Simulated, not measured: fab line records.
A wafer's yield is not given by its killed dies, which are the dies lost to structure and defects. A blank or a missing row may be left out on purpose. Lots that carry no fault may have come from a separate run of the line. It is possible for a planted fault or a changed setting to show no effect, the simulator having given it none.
Chamber matching / flow n5-finfet / pecvd-02 running N5_BEOL_M5_ILD_DEP_00: 3 sister chambers
The step deposits SiCOH lowk from DEMS/porogen, target thk 140.64 nm, time 25.9 s. 3 wafers are shown with their chamber, then 11 later ones without.

WAFERS WITH THEIR CHAMBER
wafer=L083.3; chamber=0; throttle-valve-pct (%)=13.0
wafer=L083.5; chamber=1; throttle-valve-pct (%)=15.6
wafer=L088.4; chamber=2; throttle-valve-pct (%)=13.1

WAFERS WITHOUT THEIR CHAMBER
wafer=L088.5; throttle-valve-pct (%)=15.5
wafer=L088.6; throttle-valve-pct (%)=13.1
wafer=L091.2; throttle-valve-pct (%)=15.8
wafer=L091.4; throttle-valve-pct (%)=13.2
wafer=L091.6; throttle-valve-pct (%)=15.6
wafer=L093.2; throttle-valve-pct (%)=12.9
wafer=L093.4; throttle-valve-pct (%)=15.9
wafer=L093.5; throttle-valve-pct (%)=12.9
wafer=L096.2; throttle-valve-pct (%)=13.3
wafer=L096.4; throttle-valve-pct (%)=15.6
wafer=L096.5; throttle-valve-pct (%)=13.1

WHICH CHAMBER EACH WENT THROUGH
wafer=L088.5; from the rows above=1; in truth=1
wafer=L088.6; from the rows above=can't be placed: 2 or 0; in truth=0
wafer=L091.2; from the rows above=1; in truth=1
wafer=L091.4; from the rows above=can't be placed: 2 or 0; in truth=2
wafer=L091.6; from the rows above=1; in truth=1
wafer=L093.2; from the rows above=can't be placed: 0 or 2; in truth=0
wafer=L093.4; from the rows above=1; in truth=1
wafer=L093.5; from the rows above=can't be placed: 0 or 2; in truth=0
wafer=L096.2; from the rows above=can't be placed: 2 or 0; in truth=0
wafer=L096.4; from the rows above=1; in truth=1
wafer=L096.5; from the rows above=can't be placed: 2 or 0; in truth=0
Correct placement for 5 of the 11. Not placeable from these rows: 6 (in 6, the candidates include the true chamber). 0 placed wrongly.
How it was worked out, from the rows above alone: a wafer's distance from a chamber is the root of the sum, over the readings, of the square of ((its reading less the chamber's mean) divided by the reading's scatter). If the next closest chamber is less than 2 further off than the closest, the wafer can't be placed; otherwise it belongs to the closest. For every chamber, the mean is computed from those of its wafers that are shown. The scatter: root of mean squared gap, hidden wafer to nearest shown wafer, with one shown wafer a chamber.
